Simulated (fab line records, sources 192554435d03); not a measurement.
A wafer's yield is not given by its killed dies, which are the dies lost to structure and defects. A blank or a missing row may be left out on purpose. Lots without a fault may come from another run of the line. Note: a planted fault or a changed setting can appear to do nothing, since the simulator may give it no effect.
fab line records	flow n5-finfet
record lots=10	wafers=30	last-day=17
route steps=1938 shown BEOL_M5@1182 BEOL_M6@1210
lots with no fault: from the same line, run without faults
start-h: the number of hours between the record's first day and the start of the first shown wafer of the lot	wait-h: how many hours have passed since the lot's step before this one	" the same as in the row above	L1.1+2: one row covering several wafers at once	- no value, or no start given	* or withheld: withheld	< > ~ a bound
route shown NAME@n: a module of which the file shows steps, and the number in the route of the first	usual: mean and standard deviation over wafers with no fault	same: alike in all rows	chamber/n: place in a boat	sites: the reading at each site	_std_site: their standard deviation	_edge_site: outer sites' mean less inner sites'	radius-mm: for every site, how far away it sits from the centre of the wafer	mask NAME#n: copy n	behind: tool/chamber where the wafer was last shaped	hold: what put the lot on hold/how long, in hours/how the hold closed	device: transistor that didn't switch, given as n, p or np	end of line: tests of these same wafers at the route's end	step lacking rows: just its recipe	killed: count of dies lost to structure and defects at first sort (not the wafer's yield)	map: a wafer's dies, x killed, . not, _ none there
set.NAME: the run value of the setting; set.NAME@STEP: its run value at that earlier step	model.NAME: the simulator's own value behind a step, which no gauge read
the route's steps for a sample of lots (tables are steps, rows are wafers)
services: from which hour (start-h, from the record's first day; less than 0 if before it) a tool's chamber was out of use, for how many hours, and why
## steps
# step N5_BEOL_M5_ANNEAL_89
# recipe temp-c=400	time-s=1800	ambient=vacuum
# usual heater-power-w=803/92
lot.wafer	tool	chamber	start-h	wait-h	heater-power-w
L160.1	pvd-sputter-02	-	187.92	0.0	688
L160.2	"	-	"	"	939
L160.5	"	-	"	"	680
L159.2	pvd-sputter-03	-	196.11	0.0	690
L159.3	"	-	"	"	963
L159.4	"	-	"	"	862
L163.1	pvd-sputter-01	-	214.10	0.0	861
L163.4	"	-	"	"	787
L163.5	"	-	"	"	787
L164.2	pvd-sputter-03	-	217.73	0.0	865
L164.3	"	-	"	"	715
L164.6	"	-	"	"	690
L165.1	pvd-sputter-01	-	228.74	0.0	828
L165.3	"	-	"	"	819
L165.6	"	-	"	"	828
L174.3	pvd-sputter-03	-	274.18	0.0	675
L174.4	"	-	"	"	704
L174.5	"	-	"	"	873
L177.1	pvd-sputter-02	-	297.10	0.0	936
L177.2	"	-	"	"	684
L177.5	"	-	"	"	969
L178.1	pvd-sputter-03	-	300.61	0.0	681
L178.2	"	-	"	"	689
L178.4	"	-	"	"	826
L179.1	pvd-sputter-01	-	302.90	0.0	795
L179.3	"	-	"	"	835
L179.6	"	-	"	"	889
L180.2	pvd-sputter-01	-	320.67	0.0	798
L180.5	"	-	"	"	778
L180.6	"	-	"	"	817
# step N5_BEOL_M6_DESCUM_16
# recipe chemistry=O2	time-s=7.9	source-power-w=50	bias-power-w=20	pressure-mtorr=20	rf-frequency-hz=2.712e+07	temp-c=40	resist=CAR-ArF	o2-flow-sccm=225
# usual drypump-motor-current-A=5.7/0.32	oes-product-au=0.77/0.095	rf-vpp-V=243.4/1.4	showerhead-plenum-p-Torr=2.10/0.082	throttle-valve-pct=20.44/0.27
lot.wafer	tool	chamber	start-h	wait-h	drypump-motor-current-A	oes-product-au	rf-hours-counter-h	rf-vpp-V	showerhead-plenum-p-Torr	throttle-valve-pct
L160.1	rie-diel-02	1	193.11	0.4	5.8	0.71	218	242.6	2.16	20.64
L160.2	"	0	"	"	5.6	0.69	221	241.5	2.08	20.42
L160.5	"	1	"	"	5.9	0.72	-	244.4	2.16	20.66
L159.2	rie-diel-02	2	202.16	0.0	5.4	0.71	234	242.2	2.05	20.27
L159.3	"	0	"	"	5.6	0.69	224	244.0	2.08	20.45
L159.4	"	3	"	"	5.6	0.73	215	243.3	2.07	20.91
L163.1	rie-diel-06	0	219.22	0.0	5.8	0.72	192	244.5	2.16	20.54
L163.4	"	2	"	"	6.3	0.96	7	245.3	2.22	20.13
L163.5	"	0	"	"	5.8	0.72	-	244.4	2.16	20.56
L164.2	rie-diel-06	1	221.73	0.0	5.4	0.71	221	243.6	2.08	20.85
L164.3	"	0	"	"	5.8	0.72	193	243.7	2.16	20.56
L164.6	"	2	"	"	6.3	0.94	-	246.5	2.22	20.13
L165.1	rie-diel-03	2	233.73	0.2	6.1	0.69	242	242.2	2.06	20.26
L165.3	"	3	"	"	5.9	0.84	69	244.9	2.23	20.49
L165.6	"	0	"	"	5.6	0.75	-	241.4	1.99	20.36
L174.3	rie-diel-03	0	278.00	0.1	5.5	0.75	186	242.9	1.98	20.42
L174.4	"	1	"	"	5.3	0.67	-	243.3	2.15	20.46
L174.5	"	3	"	"	6.0	0.82	-	244.2	2.23	20.50
L177.1	rie-diel-02	3	302.90	0.1	5.6	0.69	256	242.9	2.06	20.94
L177.2	"	2	"	"	5.4	0.97	15	243.9	2.04	19.88
L177.5	"	3	"	"	5.6	0.70	-	243.2	2.06	20.97
L178.1	rie-diel-03	0	304.57	0.0	5.6	0.73	197	241.1	1.98	20.43
L178.2	"	2	"	"	6.1	0.93	5	241.3	2.05	19.97
L178.4	"	1	"	"	5.3	0.67	239	243.3	2.14	20.51
L179.1	rie-diel-06	3	307.04	0.3	5.2	0.72	214	242.0	1.99	20.27
L179.3	"	0	"	"	5.8	0.69	225	245.4	2.15	20.60
L179.6	"	2	"	"	6.3	0.89	-	245.0	2.21	20.19
L180.2	rie-diel-02	2	324.97	0.0	5.4	0.94	26	244.3	2.03	19.92
L180.5	"	0	"	"	5.6	0.95	-	243.2	2.07	20.23
L180.6	"	2	"	"	5.4	0.95	-	241.2	2.03	19.92
# step N5_BEOL_M6_COAT_71
# recipe resist=underlayer	temp-c=205	time-s=60	spin-rpm=1500	resist-thk-nm=5
# usual spin-speed-rpm=1499.7/0.99
lot.wafer	tool	chamber	start-h	wait-h	spin-speed-rpm
L160.1	litho-track-01	0	194.95	-	1501.5
L160.2	"	0	"	"	1498.4
L160.5	"	0	"	"	1498.4
L159.2	litho-track-02	0	204.39	-	1498.7
L159.3	"	0	"	"	1498.8
L159.4	"	0	"	"	1499.3
L163.1	litho-track-02	0	219.89	-	1500.0
L163.4	"	0	"	"	1498.4
L163.5	"	0	"	"	1500.6
L164.2	litho-track-02	0	223.00	-	1246.9
L164.3	"	0	"	"	1248.5
L164.6	"	0	"	"	1249.1
L165.1	litho-track-02	0	235.49	-	1247.1
L165.3	"	0	"	"	1248.0
L165.6	"	0	"	"	1250.3
L174.3	litho-track-01	0	280.64	-	1497.5
L174.4	"	0	"	"	1499.0
L174.5	"	0	"	"	1498.7
L177.1	litho-track-03	0	304.96	-	1499.2
L177.2	"	0	"	"	1500.0
L177.5	"	0	"	"	1499.3
L178.1	litho-track-02	0	305.11	-	1501.0
L178.2	"	0	"	"	1497.8
L178.4	"	0	"	"	1500.5
L179.1	litho-track-02	0	307.96	-	1501.1
L179.3	"	0	"	"	1498.8
L179.6	"	0	"	"	1500.1
L180.2	litho-track-02	0	328.51	-	1499.3
L180.5	"	0	"	"	1500.9
L180.6	"	0	"	"	1499.5
# step N5_BEOL_M6_CD_MEAS_28
# recipe target-cd-nm=40	landing-energy-ev=500	detector=se-inlens
# usual cd-nm=39.93/0.25
lot.wafer	tool	chamber	start-h	wait-h	cd-nm
L160.1	cd-sem-03	0	195.22	-	39.84
L160.2	"	0	"	"	39.47
L160.5	"	0	"	"	40.08
L159.2	cd-sem-02	0	204.72	-	39.79
L159.3	"	0	"	"	39.45
L159.4	"	0	"	"	39.54
L163.1	cd-sem-01	0	220.15	-	40.11
L163.4	"	0	"	"	40.09
L163.5	"	0	"	"	40.27
L164.2	cd-sem-01	0	223.27	-	39.64
L164.3	"	0	"	"	39.71
L164.6	"	0	"	"	39.85
L165.1	cd-sem-03	0	235.76	-	39.73
L165.3	"	0	"	"	39.85
L165.6	"	0	"	"	39.76
L174.3	cd-sem-01	0	281.04	-	39.93
L174.4	"	0	"	"	40.10
L174.5	"	0	"	"	40.11
L177.1	cd-sem-01	0	305.23	-	40.20
L177.2	"	0	"	"	39.56
L177.5	"	0	"	"	39.45
L178.1	cd-sem-03	0	305.50	-	40.41
L178.2	"	0	"	"	39.87
L178.4	"	0	"	"	39.68
L179.1	cd-sem-01	0	308.36	-	39.84
L179.3	"	0	"	"	39.95
L179.6	"	0	"	"	40.05
L180.2	cd-sem-02	0	328.78	-	40.14
L180.5	"	0	"	"	39.88
L180.6	"	0	"	"	40.19
# step N5_BEOL_M6_ETCH_72
# recipe chemistry=N2/H2	target=underlayer	target-depth-a=65	mask-material=CAR-EUV	time-s=5.2	ion-energy-ev=200	pressure-mtorr=30	source-w=840	bias-w=150	n2-flow-sccm=200	h2-flow-sccm=200	ends=cleared
# usual bias-w=150.0/0.46	drypump-motor-current-A=5.65/0.29	etch-rf-on-time-s=5.19/0.14	oes-product-au=0.64/0.078	rf-vpp-V=523.9/2.7	showerhead-plenum-p-Torr=2.55/0.087	throttle-valve-pct=17.96/0.27
lot.wafer	tool	chamber	start-h	wait-h	bias-w	drypump-motor-current-A	etch-rf-on-time-s	oes-product-au	rf-hours-counter-h	rf-vpp-V	showerhead-plenum-p-Torr	throttle-valve-pct
L160.1	rie-diel-06	0	195.39	0.0	149.4	5.82	5.18	0.62	186	525.0	2.65	18.05
L160.2	"	2	"	"	150.5	6.24	5.16	0.84	1	526.6	2.72	17.57
L160.5	"	2	"	"	149.7	6.28	5.10	0.83	-	527.9	2.72	17.59
L159.2	rie-diel-02	0	204.88	0.0	149.9	5.58	5.49	0.58	225	524.6	2.50	17.73
L159.3	"	1	"	"	149.7	5.87	5.17	0.61	222	527.3	2.62	18.20
L159.4	"	2	"	"	149.8	5.42	5.04	0.61	235	522.6	2.51	17.88
L163.1	rie-diel-02	2	221.00	0.0	149.5	5.43	5.06	0.60	241	522.2	2.51	17.88
L163.4	"	3	"	"	150.3	5.58	5.09	0.62	-	522.4	2.50	18.34
L163.5	"	2	"	"	149.5	5.43	5.03	0.61	-	521.9	2.51	17.86
L164.2	rie-diel-02	0	223.83	0.0	150.4	5.60	6.11	0.57	232	525.0	2.50	17.75
L164.3	"	3	"	"	149.5	5.56	5.60	0.62	224	522.0	2.50	18.32
L164.6	"	3	"	"	149.8	5.58	5.66	0.62	-	523.8	2.50	18.29
L165.1	rie-diel-03	2	235.99	0.0	150.3	6.11	5.80	0.58	243	521.8	2.50	17.92
L165.3	"	1	"	"	149.7	5.32	5.59	0.59	212	525.0	2.62	17.95
L165.6	"	0	"	"	149.7	5.52	5.62	0.65	-	521.0	2.45	18.14
L174.3	rie-diel-02	0	281.23	0.0	150.6	5.58	5.49	0.56	252	522.9	2.49	17.77
L174.4	"	1	"	"	149.6	5.89	5.17	0.60	246	524.2	2.61	18.26
L174.5	"	3	"	"	150.0	5.59	5.06	0.61	-	522.9	2.49	18.33
L177.1	rie-diel-03	0	305.39	0.0	150.5	5.53	5.10	0.63	197	520.5	2.44	18.18
L177.2	"	3	"	"	149.6	5.92	5.27	0.69	97	526.9	2.67	17.89
L177.5	"	0	"	"	150.3	5.55	5.17	0.63	-	520.0	2.44	18.19
L178.1	rie-diel-02	3	306.05	0.0	149.4	5.56	5.08	0.61	258	523.3	2.49	18.38
L178.2	"	2	"	"	150.5	5.38	5.01	0.81	16	522.9	2.50	17.46
L178.4	"	2	"	"	150.1	5.38	4.99	0.82	-	522.7	2.50	17.46
L179.1	rie-diel-06	2	308.90	0.0	150.8	6.27	5.09	0.74	38	530.6	2.70	17.64
L179.3	"	0	"	"	150.2	5.81	5.08	0.61	226	525.8	2.63	18.12
L179.6	"	3	"	"	149.8	5.17	5.14	0.61	-	521.0	2.41	17.73
L180.2	rie-diel-03	1	329.29	0.0	149.8	5.30	5.17	0.57	246	525.2	2.61	18.03
L180.5	"	1	"	"	150.2	5.26	5.11	0.57	-	526.7	2.61	18.01
L180.6	"	0	"	"	150.3	5.57	5.20	0.61	-	521.7	2.43	18.22
## services
tool	chamber	start-h	hours	kind
rie-diel-06	2	165.55	-	clean
rie-diel-06	2	165.55	-	consumable-replace:focus-ring
rie-diel-06	2	165.55	-	consumable-replace:showerhead
rie-diel-06	2	165.55	25.6	scheduled-down
rie-diel-06	2	165.55	25.6	vent-cycle
rie-diel-02	3	185.18	6.4	repair
rie-diel-03	3	225.89	3.9	repair
rie-diel-02	2	241.87	-	clean
rie-diel-02	2	241.87	-	consumable-replace:focus-ring
rie-diel-02	2	241.87	24.2	scheduled-down
rie-diel-02	2	241.87	24.2	vent-cycle
rie-diel-03	2	256.56	-	clean
rie-diel-03	2	256.56	-	consumable-replace:focus-ring
rie-diel-03	2	256.56	32.4	scheduled-down
rie-diel-03	2	256.56	32.4	vent-cycle
rie-diel-06	2	279.68	6.7	repair
rie-diel-02	0	290.62	-	clean
rie-diel-02	0	290.62	-	consumable-replace:focus-ring
rie-diel-02	0	290.62	26.0	scheduled-down
rie-diel-02	0	290.62	26.0	vent-cycle
rie-diel-02	1	316.83	-	clean
rie-diel-02	1	316.83	-	consumable-replace:focus-ring
rie-diel-02	1	316.83	16.5	scheduled-down
rie-diel-02	1	316.83	16.5	vent-cycle
## key
first-sign step=N5_BEOL_M6_COAT_71	reading=spin-speed-rpm	direction=down	sigmas=99+	usual=*	struck=*
effect step=N5_BEOL_M6_ETCH_72	reading=etch-rf-on-time-s	direction=up	sigmas=3.8	usual=*	struck=*
met-at N5_BEOL_M6_COAT_71
struck-lots L164,L165
not-acting-at N5_BEOL_M5_ANNEAL_89,N5_BEOL_M6_DESCUM_16,N5_BEOL_M6_CD_MEAS_28
onset-between 219.89 223.00
fault kind=process-parameter-drift	tool=litho-track-02	chamber=-	onset-h=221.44	steps=N5_BEOL_M6_COAT_71	channel=spin-rpm	offset=*	shape=step	end-h=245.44	acts-in=*	stated=*
